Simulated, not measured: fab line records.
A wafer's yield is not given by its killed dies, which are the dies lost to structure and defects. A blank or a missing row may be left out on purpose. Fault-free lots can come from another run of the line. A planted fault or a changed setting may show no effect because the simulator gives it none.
Code-filled problem report in 8D (eight disciplines) form | flow n5Finfet | the parts of the form that need people (team, actions taken, sign-off) are left out

## 1. THE PROBLEM
Mean of runLengthS at N5_MOL_CONTACT_COAG_CONTACT_ETCH_14: 40.8 s across 3 wafers in 2 lots; on wafers with no fault it is 43.3 s (standard deviation 0.36). Relative to the usual mean, that is a shift of -7.0 standard deviations.
The step: etches SiO2 in C4F6/O2, target depth 27.5 nm, overetch 8.5 nm, time 20 s.
First seen on wafer L916.3, day 6 05:02, on rieDiel-06. Wafers with a number at this step in the record: 27, from 9 lots. The rule behind "out" and "out of limits": a value lying over 4 standard deviations away from the usual mean. The other wafers with a number count as sound.

## 2. WHAT IT IS; WHAT IT IS NOT
question                    | is                     | is not
which readings at this step | runLengthS             | drypumpMotorCurrentA, mfcArSccm, oes_f_703_au, oesProductAu, rfVppV, showerheadPlenumPTorr, throttleValvePct
which lots                  | L916, L921             | L913, L914, L915, L918, L927, L930, L933
which wafers of those lots  | L916.3, L916.6, L921.3 | L916.2, L921.2, L921.5
read on which tools         | rieDiel-06             | rieDiel-05
when                        | from day 6 05:02       | up to then (10 sound wafers); but 14 sound wafers of L918, L921, L927, L930, L933 came after

## 3. WHAT RULES OUT EACH SUSPECT
Counting: if a tool at a process step up to the reading ran every lot that is out, it stays a suspect. Sound lots after the first of them don't rule it out here, since some wafers of a struck lot are sound.
- rieDiel-06 at N5_MOL_CONTACT_COAG_CONTACT_ETCH_14 (etches SiO2 in C4F6/O2, target depth 27.5 nm, overetch 8.5 nm, time 20 s): kept. Every lot that is out went through it, the first being L916 (day 6 05:02); the last sound lot it ran before that was L915 (day 6 01:46). Out on those wafers are its own readings of runLengthS.
- rieDiel-06, N5_MOL_CONTACT_COAG_CONTACT_ETCH_14: wafers that are out in chamber 0, sound lot-mates in chambers 1, 3.
Remaining after the count: rieDiel-06 at N5_MOL_CONTACT_COAG_CONTACT_ETCH_14.

## 4. THE CAUSE (what the simulator had put in)
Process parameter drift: rieDiel-06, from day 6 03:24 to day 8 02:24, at N5_MOL_CONTACT_COAG_CONTACT_ETCH_14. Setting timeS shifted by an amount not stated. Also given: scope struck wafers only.
Only this tool survived the counting.

## 5. THE CHAIN OF EFFECTS, in route order
Rows list readings where the struck wafers' mean (over those with a number) sits beyond 3 standard deviations from the usual. Only readings whose record carries a usual standard deviation are examined. hours: median over the lots of the time between each lot's start at the first step of this table that gives one and its start at this step. sigmas: the change, counted in usual standard deviations.
hours | step                                | reading    | usual  | on struck wafers | change | sigmas
0     | N5_MOL_CONTACT_COAG_CONTACT_ETCH_14 | runLengthS | 43.3 s | 40.8             | -2.5   | -7.0
Process steps it contains:
- N5_MOL_CONTACT_COAG_CONTACT_ETCH_14: etches SiO2 in C4F6/O2, target depth 27.5 nm, overetch 8.5 nm, time 20 s.
At these later measuring or inspecting steps, every struck wafer for which the step has a row has a number for every such reading, and none has moved that far: N5_MOL_CONTACT_COAG_CD_MEAS_99, N5_BEOL_M4_RC_MEAS_101.

## 6. WHAT WOULD HAVE CAUGHT IT SOONER
First out-of-limits reading in this record: day 6 05:02, which is 2 hours after fault onset at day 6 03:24.
